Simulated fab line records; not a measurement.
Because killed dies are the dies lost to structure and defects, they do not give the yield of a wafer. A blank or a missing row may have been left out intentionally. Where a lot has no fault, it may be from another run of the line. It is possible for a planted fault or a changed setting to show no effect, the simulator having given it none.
Which tool was responsible?    flow n5-finfet    38 wafers from 13 lots sampled at 3 of the route's 1938 steps

## WHAT THE GAUGES READ, wafer by wafer
N5_FIN_CUT_CD_MEAS_08: the cd target is 29.1 nm. Usual: cd-nm reads 29.05 nm (standard deviation 0.22).
lot   measured     on         cd-nm (nm)         flag
L548  day 2 03:31  cd-sem-01  29.07 29.07 29.02  
L549  day 2 10:41  cd-sem-02  29.03 28.89 29.03  
L550  day 2 14:13  cd-sem-01  28.67 28.84 29.08  
L551  day 2 20:39  cd-sem-02  29.02 29.41 28.82  
L552  day 3 02:20  cd-sem-03  29.17 28.97 29.17  
L553  day 3 09:39  cd-sem-02  29.20 28.98        
L563  day 5 21:31  cd-sem-03  29.02 28.98 29.03  
L565  day 6 09:35  cd-sem-02  29.19 29.33 29.08  
L566  day 6 15:49  cd-sem-01  28.91 29.20 28.95  
L567  day 6 20:58  cd-sem-01  29.00 29.19 28.68  
L568  day 7 02:56  cd-sem-02  29.02 29.08 29.17  
L569  day 7 09:17  cd-sem-01  28.96 28.74 28.86  
L571  day 7 20:08  cd-sem-02  29.13 29.25 29.43  

N5_FIN_CUT_OVL_MEAS_09. Usual: FIN_CUT_OVL -0.2 nm, standard deviation 0.63.
lot   measured     on          FIN_CUT_OVL (nm)  flag
L548  day 2 03:32  overlay-02  0.1 -0.9 -0.6     
L549  day 2 10:43  overlay-02  -0.4 0.3 -0.2     
L550  day 2 14:15  overlay-01  -0.3 -0.2 -0.1    
L551  day 2 20:41  overlay-02  -0.2 0.2 -0.6     
L552  day 3 02:22  overlay-01  -1.0 -0.5 -0.3    
L553  day 3 09:42  overlay-02  0.6 -1.2          
L563  day 5 21:33  overlay-02  0.0 0.3 0.3       
L565  day 6 09:37  overlay-02  -0.6 -1.7 -0.9    
L566  day 6 15:52  overlay-01  -0.3 -1.3 -0.3    
L567  day 6 20:59  overlay-01  -0.3 0.5 0.3      
L568  day 7 02:58  overlay-01  1.0 -0.3 -0.6     
L569  day 7 09:19  overlay-02  0.0 -0.9 -0.4     
L571  day 7 20:10  overlay-02  -0.4 0.3 0.9      

## TOOL THAT RAN EACH LOT (tool first, then ch and the chambers of the sampled wafers, then the start)
lot   N5_FIN_SAQP_HM_CD_35
L548  cd-sem-01, day 2 02:42
L549  cd-sem-02, day 2 10:04
L550  cd-sem-01, day 2 13:28
L551  cd-sem-01, day 2 20:02
L552  cd-sem-01, day 3 01:43
L553  cd-sem-02, day 3 08:49
L563  cd-sem-03, day 5 20:53
L565  cd-sem-01, day 6 08:58
L566  cd-sem-03, day 6 15:12
L567  cd-sem-01, day 6 20:20
L568  cd-sem-03, day 7 02:19
L569  cd-sem-02, day 7 08:32
L571  cd-sem-03, day 7 19:31
- N5_FIN_SAQP_HM_CD_35: target cd 8 nm.

## WHAT THE TOOLS THEMSELVES READ (means of the sampled wafers that have a number; where no wafer has one, the mark that the record gives instead)
N5_FIN_SAQP_HM_CD_35. Usual: cd-nm reads 8.16 nm (standard deviation 0.24).
lot   tool       cd-nm (nm)  flag
L548  cd-sem-01  8.20        
L549  cd-sem-02  8.11        
L550  cd-sem-01  8.19        
L551  cd-sem-01  8.07        
L552  cd-sem-01  8.26        
L553  cd-sem-02  8.05        
L563  cd-sem-03  7.97        
L565  cd-sem-01  8.11        
L566  cd-sem-03  7.87        
L567  cd-sem-01  8.34        
L568  cd-sem-03  8.33        
L569  cd-sem-02  7.90        
L571  cd-sem-03  8.20        

## THE ANSWER, worked out from the rows above alone
Rule: take the mean of a lot's wafers that have a number; if it is more than 3 standard deviations from the usual mean, the lot is off. Also off: a lot with no number at a reading for which 4 or more lots have one. All remaining lots with rows at the step are treated as sound. The gauges are gone through in route order, then the tools' own readings, and for those a lot's mean is taken as printed above. At the first step where some lot is off, the reading lying furthest off is the one used; lots without a number count as furthest.
No lot is off at any reading shown: from this, nothing can be told.

## WHAT THE SIMULATOR HAD PUT IN
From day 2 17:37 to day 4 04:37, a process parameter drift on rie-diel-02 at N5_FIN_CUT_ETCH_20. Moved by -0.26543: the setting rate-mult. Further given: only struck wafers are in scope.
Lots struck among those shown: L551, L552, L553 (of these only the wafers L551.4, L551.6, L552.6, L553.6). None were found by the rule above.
